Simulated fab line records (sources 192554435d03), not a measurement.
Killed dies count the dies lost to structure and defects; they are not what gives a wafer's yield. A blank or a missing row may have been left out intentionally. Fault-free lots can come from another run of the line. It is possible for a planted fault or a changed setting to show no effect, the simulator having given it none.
Matching of chambers / flow n5_finfet / 4 sister chambers for N5_BEOL_M8_CMP_52 on cmp-02
The step polishes, stops on SiCOH lowk, t overpolish 6.9 s, target thk 80 nm. 8 wafers are shown with their chamber, then 7 later ones without.

## EACH WAFER AND ITS CHAMBER
wafer=L081.2; chamber=3; motor_current_A (A)=7.8; time_to_endpoint_s (s)=63
wafer=L081.4; chamber=1; motor_current_A (A)=5.4; time_to_endpoint_s (s)=68
wafer=L081.6; chamber=0; motor_current_A (A)=6.1; time_to_endpoint_s (s)=68
wafer=L085.2; chamber=0; motor_current_A (A)=6.3; time_to_endpoint_s (s)=67
wafer=L085.4; chamber=2; motor_current_A (A)=5.9; time_to_endpoint_s (s)=67
wafer=L085.6; chamber=3; motor_current_A (A)=7.3; time_to_endpoint_s (s)=64
wafer=L087.4; chamber=2; motor_current_A (A)=5.5; time_to_endpoint_s (s)=64
wafer=L087.5; chamber=1; motor_current_A (A)=5.2; time_to_endpoint_s (s)=62

## WAFERS WITHOUT THEIR CHAMBER
wafer=L087.6; motor_current_A (A)=6.1; time_to_endpoint_s (s)=66
wafer=L089.1; motor_current_A (A)=5.7; time_to_endpoint_s (s)=68
wafer=L089.3; motor_current_A (A)=7.5; time_to_endpoint_s (s)=64
wafer=L089.5; motor_current_A (A)=5.8; time_to_endpoint_s (s)=69
wafer=L090.2; motor_current_A (A)=6.2; time_to_endpoint_s (s)=66
wafer=L090.3; motor_current_A (A)=7.3; time_to_endpoint_s (s)=63
wafer=L090.4; motor_current_A (A)=5.4; time_to_endpoint_s (s)=69

## WHICH CHAMBER EACH WENT THROUGH
wafer=L087.6; from the rows above=can't be placed: 0 or 2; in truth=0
wafer=L089.1; from the rows above=can't be placed: 2 or 0 or 1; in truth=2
wafer=L089.3; from the rows above=3; in truth=3
wafer=L089.5; from the rows above=can't be placed: 2 or 0 or 1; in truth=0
wafer=L090.2; from the rows above=can't be placed: 0 or 2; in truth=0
wafer=L090.3; from the rows above=3; in truth=3
wafer=L090.4; from the rows above=can't be placed: 1 or 2 or 0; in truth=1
Placed correctly: 2 of 7. Not placeable from these rows: 5 (in 5, the candidates include the true chamber). Number placed wrongly: 0.
How it was worked out, from the rows above alone: a wafer's distance from a chamber is the root of the sum, over the readings, of the square of ((its reading less the chamber's mean) divided by the reading's scatter). If the next closest chamber is less than 2 further off than the closest, the wafer can't be placed; otherwise it belongs to the closest. A chamber's mean is the mean of its shown wafers. The scatter: take each reading less its chamber's mean, square it, sum over the shown wafers, divide by the number of wafers less the number of chambers, and take the root.
